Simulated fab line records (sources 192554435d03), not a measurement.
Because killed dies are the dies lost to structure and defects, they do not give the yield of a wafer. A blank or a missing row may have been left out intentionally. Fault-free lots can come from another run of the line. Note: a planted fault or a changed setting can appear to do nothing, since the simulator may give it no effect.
Chamber matching | flow n5Finfet | 3 sister chambers for N5_BEOL_M4_ILD_DEP_00 on pecvd-03
The step deposits SiOC from DEMS/O2, target thk 79 nm, time 15.3 s. 3 wafers are shown with their chamber, then 10 later ones without.

WAFERS PAIRED WITH THEIR CHAMBERS
wafer  | chamber | heaterPowerW (W)
L087.6 | 1       | 316
L089.4 | 2       | 578
L089.5 | 0       | 435

WAFERS WITH NO CHAMBER GIVEN
wafer  | heaterPowerW (W)
L089.6 | 336
L093.2 | 456
L093.4 | 535
L093.5 | 459
L092.2 | 475
L092.5 | 487
L092.6 | 435
L096.1 | 527
L096.3 | 431
L096.4 | 335

WHICH CHAMBER EACH ONE RAN IN
wafer  | from the rows above     | in truth
L089.6 | 1                       | 1
L093.2 | 0                       | 0
L093.4 | can't be placed: 2 or 0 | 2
L093.5 | 0                       | 0
L092.2 | can't be placed: 0 or 2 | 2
L092.5 | can't be placed: 0 or 2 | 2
L092.6 | 0                       | 0
L096.1 | can't be placed: 2 or 0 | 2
L096.3 | 0                       | 0
L096.4 | 1                       | 1
Placed correctly: 6 of 10. Cannot be placed on the basis of these rows: 4; the candidates contain the true chamber in 4. Placed wrongly: 0.
How it was worked out, from the rows above alone: a wafer's distance from a chamber is the root of the sum, over the readings, of the square of ((its reading less the chamber's mean) divided by the reading's scatter). The wafer belongs to the nearest chamber; if the next one is less than 2 further off, it can't be placed. Each chamber's mean is taken over the wafers shown for it. The scatter (one wafer shown for each chamber): square how far every hidden wafer sits from the nearest shown wafer, average those squares and take the square root.
